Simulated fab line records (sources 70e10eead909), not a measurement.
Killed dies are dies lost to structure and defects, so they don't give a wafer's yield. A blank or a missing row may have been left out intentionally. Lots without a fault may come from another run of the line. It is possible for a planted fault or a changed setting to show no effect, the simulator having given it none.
fab line records + flow nand-harc
record
- lots=11
- wafers=33
- last-day=25
route steps=1159 shown P_M1@305 P_M2@325 END@1159
lots untouched by any fault: they come from a run of this same line in which no faults occurred
start-h: hours from the record's opening day to when the first of the lot's shown wafers began + wait-h: hours elapsed since this lot's preceding step + " as in the row above + L1.1+2: a single row standing in for several wafers + - no value, or no start given + * or withheld: withheld + < > ~ a bound
route shown NAME@n: names a module that has steps shown in the file, with the first one's number in the route + usual: the fault-free wafers' mean and standard deviation + same: alike in all rows + chamber/n: place in a boat + sites: per-site readings + _std_site: standard deviation of those values + _edge_site: inner sites' mean taken away from outer sites' mean + radius-mm: how far each site lies from the wafer's centre + mask NAME#n: copy n + behind: the tool/chamber that last shaped the wafer + hold: why the lot was held/for how many hours/how that ended + device: transistor that didn't switch, given as n, p or np + end of line: the tests these same wafers got at the end of their route + for a step that has no rows: nothing shown but its recipe + killed: the dies lost at the first sort to structure and to defects; this is not the yield of the wafer + map: dies across one wafer; x = killed, . = not, _ = none there
set.NAME: the setting as run; set.NAME@STEP: as run at that earlier step + model.NAME: the simulator's own value behind a step, which no gauge read
route steps across a sampled set of lots; one table per step, one row per wafer
services: the hour from which a tool's chamber was out of use, counted from the record's first day as start-h (under 0 if before that day), plus the number of hours and why
## steps
# step NHARC_P_M1_DEGAS_29
# recipe
- temp-c=250
- time-s=60
# usual
- heater-power-w=337/29
| lot.wafer | tool           | chamber | start-h | wait-h | heater-power-w |
|-----------|----------------|---------|---------|--------|----------------|
| L146.3    | pvd-sputter-02 | -       | 113.21  | -      | 312            |
| L146.1    | "              | -       | "       | "      | 340            |
| L146.6    | "              | -       | "       | "      | 311            |
| L149.3    | pvd-sputter-02 | -       | 135.09  | -      | 306            |
| L149.4    | "              | -       | "       | "      | 348            |
| L149.6    | "              | -       | "       | "      | 301            |
| L150.4    | pvd-sputter-01 | -       | 146.17  | -      | 295            |
| L150.2    | "              | -       | "       | "      | 323            |
| L150.5    | "              | -       | "       | "      | 331            |
| L152.3    | pvd-sputter-03 | -       | 158.75  | -      | 325            |
| L152.2    | "              | -       | "       | "      | 320            |
| L152.5    | "              | -       | "       | "      | 326            |
| L155.1    | pvd-sputter-02 | -       | 187.01  | -      | 310            |
| L155.3    | "              | -       | "       | "      | 331            |
| L155.6    | "              | -       | "       | "      | 304            |
| L161.1    | pvd-sputter-01 | -       | 223.19  | -      | 296            |
| L161.3    | "              | -       | "       | "      | 313            |
| L161.6    | "              | -       | "       | "      | 323            |
| L164.1    | pvd-sputter-03 | -       | 227.20  | -      | 379            |
| L164.4    | "              | -       | "       | "      | 317            |
| L164.3    | "              | -       | "       | "      | 378            |
| L165.1    | pvd-sputter-03 | -       | 238.58  | -      | 389            |
| L165.6    | "              | -       | "       | "      | 384            |
| L165.5    | "              | -       | "       | "      | 322            |
| L167.4    | pvd-sputter-02 | -       | 239.23  | -      | 315            |
| L167.3    | "              | -       | "       | "      | 330            |
| L167.1    | "              | -       | "       | "      | 335            |
| L168.2    | pvd-sputter-02 | -       | 250.94  | -      | 326            |
| L168.6    | "              | -       | "       | "      | 344            |
| L168.5    | "              | -       | "       | "      | 319            |
| L169.2    | pvd-sputter-03 | -       | 254.08  | -      | 375            |
| L169.4    | "              | -       | "       | "      | 320            |
| L169.5    | "              | -       | "       | "      | 390            |
# step NHARC_P_M1_PVD_20
# recipe
- target-thk-a=50
- bias-v=168.6
- power-w=15000
- chamber-pressure-pa=0.12
- time-s=8.06
- substrate-temp-c=50
- material=TaN
# usual
- bias-v=168.6/1.6
- cathode-dc-power-W=15000/3.1
- throttle-valve-pct=29.6/1.4
| lot.wafer | tool           | chamber | start-h | wait-h | bias-v | cathode-dc-power-W | throttle-valve-pct |
|-----------|----------------|---------|---------|--------|--------|--------------------|--------------------|
| L146.3    | pvd-sputter-02 | -       | -       | -      | 167.4  | 15002              | 30.1               |
| L146.1    | "              | -       | "       | "      | 171.9  | 15001              | 32.1               |
| L146.6    | "              | -       | "       | "      | 168.3  | 14999              | 29.8               |
| L149.3    | pvd-sputter-02 | -       | -       | -      | 168.4  | 14997              | 28.0               |
| L149.4    | "              | -       | "       | "      | 170.0  | 15000              | 29.1               |
| L149.6    | "              | -       | "       | "      | 167.4  | 15005              | 27.9               |
| L150.2    | pvd-sputter-01 | -       | -       | -      | 168.0  | 15005              | 29.5               |
| L150.4    | "              | -       | "       | "      | 167.5  | 14999              | 27.3               |
| L150.5    | "              | -       | "       | "      | 167.5  | 15005              | 28.8               |
| L152.3    | pvd-sputter-03 | -       | -       | -      | 168.0  | 15000              | 29.6               |
| L152.2    | "              | -       | "       | "      | 170.3  | 15000              | 27.2               |
| L152.5    | "              | -       | "       | "      | 168.1  | 14996              | 31.2               |
| L155.1    | pvd-sputter-02 | -       | -       | -      | 168.3  | 14999              | 28.0               |
| L155.3    | "              | -       | "       | "      | 167.7  | 14998              | 29.3               |
| L155.6    | "              | -       | "       | "      | 168.4  | 15000              | 30.0               |
| L161.3    | pvd-sputter-01 | -       | -       | -      | 168.2  | 15001              | 29.7               |
| L161.1    | "              | -       | "       | "      | 170.4  | 15001              | 27.5               |
| L161.6    | "              | -       | "       | "      | 168.7  | 14996              | 30.2               |
| L164.4    | pvd-sputter-03 | -       | -       | -      | 169.8  | 14996              | 31.2               |
| L164.1    | "              | -       | "       | "      | 170.6  | 14999              | 29.5               |
| L164.3    | "              | -       | "       | "      | 168.5  | 15003              | 30.7               |
| L165.1    | pvd-sputter-03 | -       | -       | -      | 168.6  | 14996              | 30.6               |
| L165.5    | "              | -       | "       | "      | 167.5  | 14996              | 31.1               |
| L165.6    | "              | -       | "       | "      | 168.5  | 14999              | 29.3               |
| L167.4    | pvd-sputter-02 | -       | -       | -      | 170.4  | 15006              | 29.5               |
| L167.1    | "              | -       | "       | "      | 166.0  | 14996              | 31.8               |
| L167.3    | "              | -       | "       | "      | 168.7  | 15001              | 28.0               |
| L168.2    | pvd-sputter-02 | -       | -       | -      | 165.3  | 15002              | 29.7               |
| L168.5    | "              | -       | "       | "      | 167.1  | 15000              | 29.0               |
| L168.6    | "              | -       | "       | "      | 168.4  | 15005              | 31.5               |
| L169.2    | pvd-sputter-02 | -       | -       | -      | 167.8  | 14996              | 31.6               |
| L169.4    | "              | -       | "       | "      | 170.4  | 14997              | 28.1               |
| L169.5    | "              | -       | "       | "      | 170.5  | 15002              | 31.6               |
# step NHARC_P_M2_EXPOSE_06
# recipe
- na=1.35
- target-cd-nm=170
- dose-mj=80.78
- mask-id=P_M2
# usual
- exposure-dose-mJ-cm2=80.77/0.089
# same
- na=1.35
| lot.wafer | tool            | chamber | start-h | wait-h | mask   | exposure-dose-mJ-cm2 |
|-----------|-----------------|---------|---------|--------|--------|----------------------|
| L146.1    | arfi-scanner-01 | 0       | 115.88  | -      | P_M2#0 | 80.66                |
| L146.3    | "               | 0       | "       | "      | P_M2#0 | 80.63                |
| L146.6    | "               | 0       | "       | "      | P_M2#0 | 80.75                |
| L149.3    | arfi-scanner-01 | 0       | 138.21  | -      | P_M2#0 | 80.77                |
| L149.4    | "               | 0       | "       | "      | P_M2#0 | 80.73                |
| L149.6    | "               | 0       | "       | "      | P_M2#0 | 80.87                |
| L150.2    | arfi-scanner-03 | 0       | 149.22  | -      | P_M2#0 | 80.81                |
| L150.4    | "               | 0       | "       | "      | P_M2#0 | 80.72                |
| L150.5    | "               | 0       | "       | "      | P_M2#0 | 80.79                |
| L152.2    | arfi-scanner-01 | 0       | 161.99  | -      | P_M2#0 | 80.77                |
| L152.3    | "               | 0       | "       | "      | P_M2#0 | 80.84                |
| L152.5    | "               | 0       | "       | "      | P_M2#0 | 80.90                |
| L155.1    | arfi-scanner-01 | 0       | 189.69  | -      | P_M2#0 | 79.13                |
| L155.3    | "               | 0       | "       | "      | P_M2#0 | 79.16                |
| L155.6    | "               | 0       | "       | "      | P_M2#0 | 79.13                |
| L161.1    | arfi-scanner-02 | 0       | 226.16  | -      | P_M2#0 | 80.67                |
| L161.3    | "               | 0       | "       | "      | P_M2#0 | 80.73                |
| L161.6    | "               | 0       | "       | "      | P_M2#0 | 80.81                |
| L164.1    | arfi-scanner-02 | 0       | 230.08  | -      | P_M2#0 | 80.84                |
| L164.3    | "               | 0       | "       | "      | P_M2#0 | 80.90                |
| L164.4    | "               | 0       | "       | "      | P_M2#0 | 80.89                |
| L165.1    | arfi-scanner-02 | 0       | 241.23  | -      | P_M2#0 | 80.74                |
| L165.5    | "               | 0       | "       | "      | P_M2#0 | 80.78                |
| L165.6    | "               | 0       | "       | "      | P_M2#0 | 80.78                |
| L167.1    | arfi-scanner-02 | 0       | 241.94  | -      | P_M2#0 | 80.76                |
| L167.3    | "               | 0       | "       | "      | P_M2#0 | 80.61                |
| L167.4    | "               | 0       | "       | "      | P_M2#0 | 80.75                |
| L168.2    | arfi-scanner-02 | 0       | 254.08  | -      | P_M2#0 | 80.84                |
| L168.5    | "               | 0       | "       | "      | P_M2#0 | 80.83                |
| L168.6    | "               | 0       | "       | "      | P_M2#0 | 80.74                |
| L169.2    | arfi-scanner-03 | 0       | 256.99  | -      | P_M2#0 | 80.77                |
| L169.4    | "               | 0       | "       | "      | P_M2#0 | 80.70                |
| L169.5    | "               | 0       | "       | "      | P_M2#0 | 80.82                |
# step NHARC_P_M2_CD_MEAS_09
# recipe
- target-cd-nm=170
- landing-energy-ev=500
# usual
- cd-nm=170.4/0.67
| lot.wafer | tool      | chamber | start-h | wait-h | cd-nm |
|-----------|-----------|---------|---------|--------|-------|
| L146.1    | cd-sem-03 | 0       | 116.02  | -      | 170.2 |
| L146.3    | "         | 0       | "       | "      | 170.5 |
| L146.6    | "         | 0       | "       | "      | 170.1 |
| L149.3    | cd-sem-03 | 0       | 138.35  | -      | 170.8 |
| L149.4    | "         | 0       | "       | "      | 170.6 |
| L149.6    | "         | 0       | "       | "      | 170.5 |
| L150.2    | cd-sem-03 | 0       | 149.36  | -      | 170.9 |
| L150.4    | "         | 0       | "       | "      | 171.2 |
| L150.5    | "         | 0       | "       | "      | 171.5 |
| L152.2    | cd-sem-01 | 0       | 162.13  | -      | 170.3 |
| L152.3    | "         | 0       | "       | "      | 169.2 |
| L152.5    | "         | 0       | "       | "      | 169.0 |
| L155.1    | cd-sem-02 | 0       | 189.83  | -      | 174.1 |
| L155.3    | "         | 0       | "       | "      | 174.5 |
| L155.6    | "         | 0       | "       | "      | 172.6 |
| L161.1    | cd-sem-02 | 0       | 226.30  | -      | 169.9 |
| L161.3    | "         | 0       | "       | "      | 169.7 |
| L161.6    | "         | 0       | "       | "      | 170.8 |
| L164.1    | cd-sem-03 | 0       | 230.22  | -      | 170.6 |
| L164.3    | "         | 0       | "       | "      | 171.9 |
| L164.4    | "         | 0       | "       | "      | 171.2 |
| L165.1    | cd-sem-01 | 0       | 241.38  | -      | 170.7 |
| L165.5    | "         | 0       | "       | "      | 169.9 |
| L165.6    | "         | 0       | "       | "      | 170.2 |
| L167.1    | cd-sem-01 | 0       | 242.08  | -      | 170.6 |
| L167.3    | "         | 0       | "       | "      | 170.3 |
| L167.4    | "         | 0       | "       | "      | 168.8 |
| L168.2    | cd-sem-02 | 0       | 254.22  | -      | 171.0 |
| L168.5    | "         | 0       | "       | "      | 170.7 |
| L168.6    | "         | 0       | "       | "      | 171.0 |
| L169.2    | cd-sem-02 | 0       | 257.12  | -      | 170.5 |
| L169.4    | "         | 0       | "       | "      | 169.9 |
| L169.5    | "         | 0       | "       | "      | 169.7 |
# step NHARC_P_M2_DESCUM_14
# recipe
- time-s=3
- o2-flow-sccm=200
- ar-flow-sccm=0
- bias-power-w=0
- chemistry=O2
# usual
- drypump-motor-current-A=5.6/0.45
- o2-flow-sccm=199.9/0.66
- oes-product-au=0.998/0.012
- rf-vpp-V=58.0/0.91
- showerhead-plenum-p-Torr=1.97/0.067
- throttle-valve-pct=11.311/0.0084
# same
- bias-power-w=0
| lot.wafer | tool        | chamber | start-h | wait-h | drypump-motor-current-A | o2-flow-sccm | oes-product-au | rf-hours-counter-h | rf-vpp-V | showerhead-plenum-p-Torr | throttle-valve-pct |
|-----------|-------------|---------|---------|--------|-------------------------|--------------|----------------|--------------------|----------|--------------------------|--------------------|
| L146.3    | rie-diel-06 | 3       | 116.22  | 0.1    | 6.0                     | 200.8        | 1.001          | 2                  | 57.2     | 1.95                     | 11.313             |
| L146.1    | "           | 0       | "       | "      | 5.0                     | 199.4        | 0.997          | 1                  | 55.9     | 1.94                     | 11.313             |
| L146.6    | "           | 3       | "       | "      | 6.0                     | 200.0        | 1.004          | -                  | 57.1     | 1.95                     | 11.314             |
| L149.3    | rie-diel-07 | 2       | 138.55  | 0.1    | 5.5                     | 199.8        | 1.004          | 15                 | 57.1     | 1.81                     | 11.312             |
| L149.4    | "           | 3       | "       | "      | 6.0                     | 199.3        | 0.996          | 15                 | 58.2     | 1.94                     | 11.327             |
| L149.6    | "           | 0       | "       | "      | 6.3                     | 200.3        | 0.989          | -                  | 57.4     | 2.01                     | 11.312             |
| L150.4    | rie-diel-06 | 2       | 149.54  | 0.1    | 5.4                     | 200.1        | 1.008          | 3                  | 57.8     | 2.06                     | 11.332             |
| L150.2    | "           | 1       | "       | "      | 5.3                     | 199.2        | 0.993          | 2                  | 58.0     | 1.97                     | 11.310             |
| L150.5    | "           | 2       | "       | "      | 5.4                     | 199.2        | 1.005          | -                  | 59.1     | 2.06                     | 11.297             |
| L152.3    | rie-diel-06 | 3       | 162.32  | 0.1    | 6.0                     | 200.1        | 1.013          | 3                  | 57.9     | 1.95                     | 11.319             |
| L152.2    | "           | 1       | "       | "      | 5.3                     | 200.4        | 0.987          | 3                  | 57.3     | 1.97                     | 11.310             |
| L152.5    | "           | 2       | "       | "      | 5.4                     | 199.7        | 1.001          | -                  | 58.3     | 2.06                     | 11.301             |
| L155.1    | rie-diel-07 | 0       | 190.01  | 0.1    | 6.3                     | 199.5        | 0.977          | 24                 | 58.1     | 2.00                     | 11.304             |
| L155.3    | "           | 2       | "       | "      | 5.5                     | 199.6        | 0.992          | 25                 | 57.4     | 1.81                     | 11.314             |
| L155.6    | "           | 0       | "       | "      | 6.3                     | 199.4        | 0.967          | -                  | 57.0     | 2.00                     | 11.321             |
| L161.3    | rie-diel-06 | 1       | 226.49  | 0.1    | 5.3                     | 199.5        | 1.002          | 5                  | 59.1     | 1.97                     | 11.313             |
| L161.1    | "           | 2       | "       | "      | 5.4                     | 200.4        | 0.988          | 5                  | 58.3     | 2.06                     | 11.313             |
| L161.6    | "           | 1       | "       | "      | 5.3                     | 200.8        | 1.007          | -                  | 58.6     | 1.97                     | 11.300             |
| L164.4    | rie-diel-06 | 3       | 230.43  | 0.1    | 6.0                     | 199.3        | 1.010          | 5                  | 56.2     | 1.94                     | 11.312             |
| L164.3    | "           | 0       | "       | "      | 5.0                     | 199.6        | 0.992          | 4                  | 56.6     | 1.94                     | 11.302             |
| L164.1    | "           | 1       | "       | "      | 5.3                     | 201.2        | 0.995          | 5                  | 58.8     | 1.97                     | 11.310             |
| L165.1    | rie-diel-07 | 2       | 241.57  | 0.1    | 5.5                     | 199.0        | 0.975          | 0                  | 57.6     | 1.81                     | 11.309             |
| L165.6    | "           | 2       | "       | "      | 5.5                     | 198.6        | 0.998          | -                  | 57.2     | 1.81                     | 11.315             |
| L165.5    | "           | 3       | "       | "      | 6.0                     | 199.9        | 0.998          | -                  | 58.9     | 1.93                     | 11.294             |
| L167.1    | rie-diel-10 | 3       | 242.27  | 0.1    | 5.0                     | 200.4        | 0.981          | 25                 | 59.2     | 2.07                     | 11.306             |
| L167.4    | "           | 0       | "       | "      | 6.0                     | 199.2        | 0.983          | 22                 | 58.0     | 1.90                     | 11.304             |
| L167.3    | "           | 1       | "       | "      | 5.8                     | 200.7        | 0.988          | 21                 | 57.7     | 1.94                     | 11.307             |
| L168.2    | rie-diel-10 | 3       | 254.40  | 0.1    | 5.0                     | 199.5        | 0.995          | 29                 | 59.6     | 2.07                     | 11.318             |
| L168.5    | "           | 3       | "       | "      | 5.0                     | 199.6        | 1.001          | -                  | 58.4     | 2.07                     | 11.323             |
| L168.6    | "           | 0       | "       | "      | 6.1                     | 200.9        | 0.989          | -                  | 58.3     | 1.89                     | 11.313             |
| L169.4    | rie-diel-06 | 3       | 257.32  | 0.1    | 5.9                     | 200.7        | 1.009          | 0                  | 57.6     | 1.94                     | 11.302             |
| L169.2    | "           | 0       | "       | "      | 5.0                     | 199.9        | 0.998          | 0                  | 57.7     | 1.94                     | 11.312             |
| L169.5    | "           | 1       | "       | "      | 5.3                     | 200.0        | 1.000          | -                  | 57.8     | 1.97                     | 11.289             |
# step NHARC_END_SORT_01
# recipe
- temp-c=25
# usual
- defect-limited-yield=95.0/1.6
- killed-at-array=30/10
- killed-at-other=0.5/0.82
- killed-at-periphery=2.9/2
- killed-dies=34/11
- killed-open=3.2/1.8
- killed-short=2.0/1.4
- sort_bin_2_pct=1.5/0.68
- sort_bin_3_pct=0.28/0.21
- sort_bin_4_pct=3.1/0.97
- sort_bin_6_pct=0.00/0.012
- sort-n-pass=643/11
- sort-rim-yield-pct=94.6/2.9
- sort-yield-pct=95.0/1.6
# same
- gross-dies=677
- sort_bin_5_pct[%]=0
- sort_bin_7_pct[%]=0
- sort_bin_8_pct[%]=0
- sort-rim-n-gross=106.00
| lot.wafer | tool      | chamber | start-h | wait-h | defect-limited-yield[%] | killed-at-array | killed-at-other | killed-at-periphery | killed-dies | killed-open | killed-short | sort_bin_2_pct[%] | sort_bin_3_pct[%] | sort_bin_4_pct[%] | sort_bin_6_pct[%] | sort-n-pass | sort-rim-yield-pct[%] | sort-yield-pct[%] |
|-----------|-----------|---------|---------|--------|-------------------------|-----------------|-----------------|---------------------|-------------|-------------|--------------|-------------------|-------------------|-------------------|-------------------|-------------|-----------------------|-------------------|
| L149.3    | prober-02 | 0       | 459.89  | 3.1    | 95.7                    | 27              | 0               | 2                   | 29          | 1           | 1            | 0.7               | 0.15              | 3.4               | 0                 | 648         | 92.5                  | 95.7              |
| L149.4    | prober-02 | 0       | 460.67  | 3.4    | 95.1                    | 32              | 0               | 1                   | 33          | 3           | 2            | 2.2               | 0                 | 2.7               | 0                 | 644         | 96.2                  | 95.1              |
| L149.6    | prober-02 | 0       | 462.25  | 3.9    | 95.7                    | 28              | 1               | 0                   | 29          | 3           | 3            | 1.0               | 0.30              | 3.0               | 0                 | 648         | 97.2                  | 95.7              |
| L155.1    | prober-02 | 0       | 516.02  | 2.5    | 93.6                    | 40              | 0               | 3                   | 43          | 8           | 1            | 2.7               | 0.15              | 3.5               | 0                 | 634         | 95.3                  | 93.6              |
| L155.3    | prober-02 | 0       | 517.60  | 3.1    | 94.2                    | 35              | 0               | 4                   | 39          | 4           | 1            | 2.1               | 0.30              | 3.4               | 0                 | 638         | 92.5                  | 94.2              |
| L155.6    | prober-02 | 0       | 519.97  | 4.0    | 95.0                    | 32              | 0               | 2                   | 34          | 2           | 3            | 1.5               | 0.44              | 3.1               | 0                 | 643         | 97.2                  | 95.0              |
| L164.1    | prober-01 | 0       | 550.84  | 2.5    | 96.0                    | 20              | 2               | 5                   | 27          | 1           | 1            | 1.2               | 0.15              | 2.7               | 0                 | 650         | 96.2                  | 96.0              |
| L164.3    | prober-01 | 0       | 552.44  | 3.1    | 97.5                    | 12              | 0               | 5                   | 17          | 1           | 2            | 0.6               | 0.15              | 1.8               | 0                 | 660         | 95.3                  | 97.5              |
| L164.4    | prober-01 | 0       | 553.23  | 3.4    | 96.2                    | 21              | 0               | 5                   | 26          | 4           | 4            | 1.0               | 0.30              | 2.5               | 0                 | 651         | 98.1                  | 96.2              |
| L167.1    | prober-02 | 0       | 575.30  | 2.5    | 92.3                    | 50              | 0               | 2                   | 52          | 1           | 0            | 2.7               | 0.30              | 4.7               | 0                 | 625         | 89.6                  | 92.3              |
| L167.3    | prober-02 | 0       | 576.92  | 3.1    | 93.8                    | 41              | 0               | 1                   | 42          | 1           | 2            | 1.8               | 0.44              | 4.0               | 0                 | 635         | 90.6                  | 93.8              |
| L167.4    | prober-02 | 0       | 577.73  | 3.4    | 92.2                    | 49              | 1               | 3                   | 53          | 5           | 2            | 3.0               | 0.30              | 4.6               | 0                 | 624         | 93.4                  | 92.2              |
| L169.2    | prober-01 | 0       | 582.83  | 2.8    | 96.9                    | 18              | 0               | 3                   | 21          | 4           | 4            | 1.2               | 0.30              | 1.6               | 0                 | 656         | 97.2                  | 96.9              |
| L169.4    | prober-01 | 0       | 584.44  | 3.4    | 96.2                    | 21              | 0               | 5                   | 26          | 5           | 2            | 1.2               | 0.30              | 2.4               | 0                 | 651         | 99.1                  | 96.2              |
| L169.5    | prober-01 | 0       | 585.24  | 3.7    | 97.6                    | 13              | 1               | 2                   | 16          | 3           | 1            | 0.9               | 0.15              | 1.3               | 0                 | 661         | 99.1                  | 97.6              |
| L168.2    | prober-02 | 0       | 591.84  | 2.8    | 94.7                    | 33              | 0               | 3                   | 36          | 3           | 2            | 1.5               | 0.30              | 3.5               | 0                 | 641         | 94.3                  | 94.7              |
| L168.5    | prober-02 | 0       | 594.23  | 3.7    | 94.1                    | 40              | 0               | 0                   | 40          | 2           | 2            | 1.3               | 0.15              | 4.4               | 0                 | 637         | 96.2                  | 94.1              |
| L168.6    | prober-02 | 0       | 595.03  | 4.0    | 93.9                    | 40              | 1               | 0                   | 41          | 1           | 2            | 2.1               | 0.44              | 3.5               | 0                 | 636         | 95.3                  | 93.9              |
# killed by level:class
L149.3 A_CHANNEL_HOLE_D1:chamber-film-flake=10 A_SLIT:chamber-film-flake=10 A_CONTACT:chamber-film-flake=4 A_SGD_CUT:geometric-particle:short=1 A_CONTACT:geometric-particle:open=1 P_ZERO_WELL:chamber-film-flake=1 P_GATE:chamber-film-flake=1 A_STAIRCASE:chamber-film-flake=1
L149.4 A_SLIT:chamber-film-flake=11 A_CHANNEL_HOLE_D1:chamber-film-flake=10 A_CONTACT:chamber-film-flake=4 A_STAIRCASE:chamber-film-flake=3 P_M0:geometric-particle:short=1 A_ONON_D1:geometric-particle:open=1 A_CHANNEL_FILL_D1:geometric-particle:short=1 A_SGD_CUT:geometric-particle:open=1
L149.6 A_SLIT:chamber-film-flake=11 A_CHANNEL_HOLE_D1:chamber-film-flake=8 A_STAIRCASE:chamber-film-flake=2 A_CONTACT:chamber-film-flake=2 A_ONON_D1:geometric-particle:open=1 A_WL_FILL:geometric-particle:open=1 A_CONTACT:geometric-particle:short=1 A_M0:geometric-particle:short=1
L155.1 A_SLIT:chamber-film-flake=14 A_CHANNEL_HOLE_D1:chamber-film-flake=10 A_STAIRCASE:chamber-film-flake=5 A_CONTACT:geometric-particle:open=3 A_CONTACT:chamber-film-flake=3 A_CHANNEL_FILL_D1:geometric-particle:open=2 P_CONTACT:geometric-particle:open=1 P_M0:geometric-particle:open=1
L155.3 A_CHANNEL_HOLE_D1:chamber-film-flake=15 A_SLIT:chamber-film-flake=14 A_STAIRCASE:chamber-film-flake=3 P_STI:chamber-film-flake=2 P_CONTACT:geometric-particle:open=1 P_M1:geometric-particle:open=1 A_CHANNEL_FILL_D1:geometric-particle:short=1 A_SGD_CUT:geometric-particle:open=1
L155.6 A_SLIT:chamber-film-flake=14 A_CHANNEL_HOLE_D1:chamber-film-flake=9 A_STAIRCASE:chamber-film-flake=2 A_WL_FILL:chamber-film-flake=2 P_M0:geometric-particle:open=1 A_CHANNEL_FILL_D1:geometric-particle:short=1 A_CHANNEL_FILL_D1:geometric-particle:open=1 A_SGD_CUT:geometric-particle:short=1
L164.1 A_CONTACT:chamber-film-flake=8 P_ZERO_WELL:chamber-film-flake=5 A_CHANNEL_HOLE_D1:chamber-film-flake=5 A_SGD_CUT:chamber-film-flake=2 A_WL_FILL:chamber-film-flake=2 THIN_TSV:chamber-film-flake=2 A_WL_FILL:geometric-particle:short=1 A_CONTACT:geometric-particle:open=1
L164.3 A_CHANNEL_HOLE_D1:chamber-film-flake=5 P_STI:chamber-film-flake=3 A_SGD_CUT:chamber-film-flake=2 A_CONTACT:chamber-film-flake=2 P_M0:geometric-particle:open=1 A_CHANNEL_FILL_D1:geometric-particle:short=1 A_M0:geometric-particle:short=1 P_ZERO_WELL:chamber-film-flake=1
L164.4 A_CHANNEL_HOLE_D1:chamber-film-flake=10 P_ZERO_WELL:chamber-film-flake=4 A_CONTACT:chamber-film-flake=4 A_SGD_CUT:geometric-particle:short=2 P_CONTACT:geometric-particle:open=1 A_ONON_D1:geometric-particle:short=1 A_SGD_CUT:geometric-particle:open=1 A_WL_FILL:geometric-particle:short=1
L167.1 A_SLIT:chamber-film-flake=17 A_CHANNEL_HOLE_D1:chamber-film-flake=17 A_WL_FILL:chamber-film-flake=5 A_STAIRCASE:chamber-film-flake=4 A_CONTACT:chamber-film-flake=4 A_M1:chamber-film-flake=2 A_CHANNEL_HOLE_D1:geometric-particle:open=1 P_ZERO_WELL:chamber-film-flake=1
L167.3 A_SLIT:chamber-film-flake=14 A_CHANNEL_HOLE_D1:chamber-film-flake=13 A_WL_FILL:chamber-film-flake=4 A_CONTACT:chamber-film-flake=4 A_STAIRCASE:chamber-film-flake=2 A_SOURCE_PLATE:geometric-particle:open=1 A_CONTACT:geometric-particle:short=1 A_M0:geometric-particle:short=1
L167.4 A_SLIT:chamber-film-flake=19 A_CHANNEL_HOLE_D1:chamber-film-flake=16 A_STAIRCASE:chamber-film-flake=6 A_CONTACT:chamber-film-flake=2 P_CONTACT:geometric-particle:open=1 A_ONON_D1:geometric-particle:open=1 A_ONON_D1:geometric-particle:short=1 A_CHANNEL_FILL_D1:geometric-particle:open=1
L169.2 A_CHANNEL_HOLE_D1:chamber-film-flake=6 A_STAIRCASE:chamber-film-flake=3 A_CONTACT:geometric-particle:open=2 A_CONTACT:chamber-film-flake=2 P_STI:geometric-particle:open=1 P_M1:geometric-particle:short=1 A_SOURCE_PLATE:geometric-particle:open=1 A_ONON_D1:geometric-particle:short=1
L169.4 A_CHANNEL_HOLE_D1:chamber-film-flake=11 A_CONTACT:geometric-particle:open=3 A_CONTACT:geometric-particle:short=2 A_M0:geometric-particle:open=2 P_GATE:chamber-film-flake=2 P_M2:chamber-film-flake=2 P_STI:chamber-film-flake=1 A_CHANNEL_FILL_D1:chamber-film-flake=1
L169.5 A_CHANNEL_HOLE_D1:chamber-film-flake=5 A_STAIRCASE:chamber-film-flake=4 P_GATE:chamber-film-flake=2 A_SLIT:geometric-particle:open=1 A_WL_FILL:geometric-particle:open=1 A_CONTACT:geometric-particle:open=1 STARTING-WAFER:geometric-particle:short=1 A_WL_FILL:chamber-film-flake=1
L168.2 A_SLIT:chamber-film-flake=11 A_CHANNEL_HOLE_D1:chamber-film-flake=10 A_CONTACT:chamber-film-flake=8 P_CONTACT:geometric-particle:short=1 P_M1:geometric-particle:open=1 A_SGD_CUT:geometric-particle:open=1 A_WL_FILL:geometric-particle:short=1 A_CONTACT:geometric-particle:open=1
L168.5 A_SLIT:chamber-film-flake=18 A_CHANNEL_HOLE_D1:chamber-film-flake=7 A_CONTACT:chamber-film-flake=7 A_WL_FILL:chamber-film-flake=3 A_SGD_CUT:geometric-particle:short=2 A_CHANNEL_FILL_D1:geometric-particle:open=1 A_M0:geometric-particle:open=1 A_BONDPAD:chamber-film-flake=1
L168.6 A_SLIT:chamber-film-flake=17 A_CHANNEL_HOLE_D1:chamber-film-flake=10 A_CONTACT:chamber-film-flake=7 A_WL_FILL:chamber-film-flake=4 A_ONON_D1:geometric-particle:open=1 A_SGD_CUT:geometric-particle:short=1 THIN_TSV:geometric-particle:short=1
## services
| tool            | chamber | start-h | hours | kind   |
|-----------------|---------|---------|-------|--------|
| pvd-sputter-02  | -       | 90.23   | 2.6   | repair |
| rie-diel-10     | 0       | 93.35   | 2.2   | repair |
| rie-diel-06     | 0       | 97.70   | -     | clean  |
| rie-diel-06     | 1       | 97.70   | -     | clean  |
| rie-diel-06     | 2       | 97.70   | -     | clean  |
| rie-diel-06     | 3       | 97.70   | -     | clean  |
| pvd-sputter-03  | -       | 102.00  | 10.0  | pm     |
| rie-diel-10     | 1       | 114.19  | 4.5   | repair |
| rie-diel-06     | 0       | 122.20  | -     | clean  |
| rie-diel-06     | 1       | 122.20  | -     | clean  |
| rie-diel-06     | 2       | 122.20  | -     | clean  |
| arfi-scanner-01 | -       | 126.03  | 0.7   | repair |
| rie-diel-10     | 0       | 129.54  | 4.9   | repair |
| arfi-scanner-03 | -       | 140.00  | 4.0   | pm     |
| pvd-sputter-01  | -       | 158.00  | 10.0  | pm     |
| rie-diel-10     | -       | 176.66  | 9.0   | pm     |
| arfi-scanner-01 | -       | 196.00  | 4.0   | pm     |
| rie-diel-06     | 0       | 200.43  | 12.3  | repair |
| pvd-sputter-01  | -       | 210.12  | 1.1   | repair |
| pvd-sputter-02  | -       | 214.00  | 10.0  | pm     |
| rie-diel-07     | -       | 228.20  | 9.0   | pm     |
| rie-diel-06     | -       | 241.20  | 9.0   | pm     |
| rie-diel-06     | 2       | 251.69  | 4.9   | repair |
| arfi-scanner-02 | -       | 256.00  | 4.0   | pm     |
## key
first-sign
- step=NHARC_P_M2_EXPOSE_06
- reading=exposure-dose-mJ-cm2
- direction=down
- sigmas=18
- usual=80.77
- struck=79.14
effect
- step=NHARC_P_M2_CD_MEAS_09
- reading=cd-nm
- direction=up
- sigmas=5
- usual=170.4
- struck=173.7
- through=control-loop
met-at NHARC_P_M2_EXPOSE_06
struck-lots L155
loop-trim
- step=NHARC_P_M2_EXPOSE_06
- setting=dose
- lots=L155
not-acting-at NHARC_P_M1_DEGAS_29,NHARC_P_M1_PVD_20,NHARC_P_M2_DESCUM_14
onset-between 161.99 189.69
fault
- kind=process-parameter-drift
- tool=arfi-scanner-01
- chamber=-
- onset-h=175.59
- steps=NHARC_P_M2_EXPOSE_06
- channel=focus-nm
- offset=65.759
- spread-by-wafer=0.3
- shape=step
- end-h=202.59
# loop-trim: a control loop set the setting to another value than it would have without faults
